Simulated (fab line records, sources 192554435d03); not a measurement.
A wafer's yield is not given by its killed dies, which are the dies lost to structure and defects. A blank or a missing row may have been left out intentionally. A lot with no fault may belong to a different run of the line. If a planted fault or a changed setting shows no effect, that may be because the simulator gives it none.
Comparing a struck lot with a sound one -- flow n5_finfet -- 34 steps out of a route of 1938
Sound: the wafers L400.1, L400.4, L400.6. Struck: wafer L403.1. The cause is named last.
Per side, at each step with rows, come the tool, then ch with its chambers, and then its first start. Under that, the readings that differ: sound wafers -- struck wafers -- difference of the means -- sigmas: that difference in standard deviations of wafers without a fault.
alike: a reading whose means differ by less than 2 such deviations, as well as words and numbers matching on both sides. not compared: withheld readings; readings where some wafer has no value; bounds like >300 that might hide an equal value; numbers whose values overlap and for which the record gives no deviation.
Wherever a step has rows on one side only, a row that says differs or no value, or a row with sigmas, the two part there. When numbers do not overlap yet have no deviation, they are printed without sigmas and do not part them. A reading missing from all wafers of one side parts the sides only when that side holds two or more wafers.

first, 9 steps without rows for these wafers: N5_BEOL_M11_EXPOSE_08 (exposes mask M11); N5_BEOL_M11_PEB_09 (peb time 60 s); N5_BEOL_M11_DEVELOP_10 (develop time 30 s); N5_BEOL_M11_DESCUM_16 (chemistry O2, time 7.9 s); N5_BEOL_M11_ETCH_61 (etches SiARC in CF4, target depth 39 nm, time 65 s); N5_BEOL_M11_ETCH_62 (etches SOC in N2/H2, target depth 110 nm, overetch 22 nm, time 165 s); N5_BEOL_M11_STRIP_68 (strips in N2/H2); N5_BEOL_M11_STRIP_67 (strips in CF4); N5_BEOL_M11_HM_OPEN_17 (chemistry Cl2/BCl3, target TiN, target depth 20 nm, overetch 6 nm).
N5_BEOL_M11_STRIP_19: strips in O2.
  sound on rie_diel-02 ch 0,3, day 15 15:41; struck on rie_diel-06 ch 1, day 16 00:53
reading,sound,struck,difference,sigmas
drypump_motor_current_A (A),6.5 6.4 6.5,5.4,-1.1,-2
  alike: oes_product_au, rf_vpp_V, showerhead_plenum_p_Torr, throttle_valve_pct
  not compared: rf_hours_counter_h
then, 23 steps without rows for these wafers: N5_BEOL_M11_COAT_63 (time 60 s, resist thk 100 nm); N5_BEOL_M11_COAT_64 (time 60 s, resist thk 30 nm); N5_BEOL_M11_COAT_22 (resist thk 90 nm); N5_BEOL_M11_EBR_24; N5_BEOL_M11_SOFTBAKE_23 (time 60 s); N5_BEOL_M11_EXPOSE_25 (exposes mask V10); N5_BEOL_M11_PEB_26 (peb time 60 s); N5_BEOL_M11_DEVELOP_27 (develop time 30 s); N5_BEOL_M11_DESCUM_33 (chemistry O2, time 7.9 s); N5_BEOL_M11_ETCH_65 (etches SiARC in CF4, target depth 39 nm, time 65 s); N5_BEOL_M11_ETCH_66 (etches SOC in N2/H2, target depth 120 nm, overetch 24 nm, time 180 s); N5_BEOL_M11_STRIP_69 (strips in N2/H2); N5_BEOL_M11_VIA_ETCH_34 (etches SiCOH lowk in C4F6/O2, target depth 184.5 nm, time 69.2 s); N5_BEOL_M11_STRIP_73 (strips in C4F6/O2); N5_BEOL_M11_STRIP_36 (strips in N2/H2); N5_BEOL_M11_TRENCH_ETCH_37 (etches SiCOH lowk in C4F6/O2, target depth 148.83 nm, time 48 s); N5_BEOL_M11_ETCH_41 (etches SiCN in CH3F/O2, target depth 42.6 nm, time 86 s); N5_BEOL_M11_STRIP_77 (strips in N2/H2, time 10 s); N5_BEOL_M11_HM_STRIP_39 (strips TiN in peroxide tin strip, target depth 25 nm, time 158 s); N5_BEOL_M11_SRD_40 (time 30 s); N5_BEOL_M11_PRECLEAN_42 (cleans in residue remover, time 60 s); N5_BEOL_M11_SRD_43 (time 30 s); N5_BEOL_M11_CURE_72 (cures SiCOH lowk, time 120 s).
N5_PASSIVATION_PROBE_49:
  sound on prober-02 at day 17 13:59; struck on prober-02 at day 17 20:22
reading,sound,struck,difference,sigmas
defect_limited_yield (%),91.5 91.9 92.1,85.1,-6.7,-5
killed_at_M4_up,8 11 9,115,+106,+22
killed_dies,100 96 93,176,+80,+5
sort_bin_5_function (%),4.2 5.4 4.7,9.7,+4.9,+6
sort_n_pass,1080 1084 1087,1004,-80,-5
sort_yield_pct (%),91.5 91.9 92.1,85.1,-6.7,-5
  alike: killed_at_M0_to_M3, killed_at_contacts, killed_at_front_end, killed_at_other, killed_open, killed_short, sort_bin_6_memory

== WHERE THEY PART ==
At N5_BEOL_M11_STRIP_19 first; at N5_PASSIVATION_PROBE_49 last (within this record only).

WHY: whatever the simulator had introduced
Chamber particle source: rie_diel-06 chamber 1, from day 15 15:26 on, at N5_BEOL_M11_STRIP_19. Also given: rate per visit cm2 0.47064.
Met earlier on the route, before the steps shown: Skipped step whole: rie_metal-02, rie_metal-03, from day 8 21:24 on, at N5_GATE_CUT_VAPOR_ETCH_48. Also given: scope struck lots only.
